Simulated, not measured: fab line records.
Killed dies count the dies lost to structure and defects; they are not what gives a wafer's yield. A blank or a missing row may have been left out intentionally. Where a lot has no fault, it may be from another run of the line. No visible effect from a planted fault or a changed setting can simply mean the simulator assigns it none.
Which of the tools did it? :: flow nand harc :: 6 lots, 18 wafers sampled, at 1 step of a route of 1159

## WHAT THE GAUGES READ, wafer by wafer
NHARC_P_START_INSPECT_01.
lot: L642
measured: day 2 06:02
on: defect inspect-01
raw defect count: 4 5 2

lot: L644
measured: day 2 18:02
on: defect inspect-01
raw defect count: 2 2 2

lot: L647
measured: day 3 12:02
on: defect inspect-02
raw defect count: 5 1 2

lot: L655
measured: day 5 12:02
on: defect inspect-01
raw defect count: 3 3 3

lot: L658
measured: day 6 06:02
on: defect inspect-01
raw defect count: 4 2 4

lot: L662
measured: day 7 06:02
on: defect inspect-02
raw defect count: 2 6 4

## WHAT TOOL EACH LOT RAN ON (gives the tool, then ch and the chambers of the sampled wafers, and finally the start)
The record holds no process step before these readings.

## THE ANSWER, worked out from the rows above alone
Rule: what is usual is taken from the lots themselves. The widest of any qualifying gaps counts: lots, ordered by their means at a reading, are off when they make up no more than a third of the lots, leave a main group of 4 or more, and stand apart from it by 3 or more times the standard deviation of that group's means. A main group is skipped when, at the precision printed for the reading in the tables above, its means are all equal. Also off: a lot with no number at a reading for which 4 or more lots have one. Any other lot the step has rows for is counted as sound.
Across all readings shown, no lot is off: no conclusion can be drawn from this.

## WHAT THE SIMULATOR HAD INSERTED
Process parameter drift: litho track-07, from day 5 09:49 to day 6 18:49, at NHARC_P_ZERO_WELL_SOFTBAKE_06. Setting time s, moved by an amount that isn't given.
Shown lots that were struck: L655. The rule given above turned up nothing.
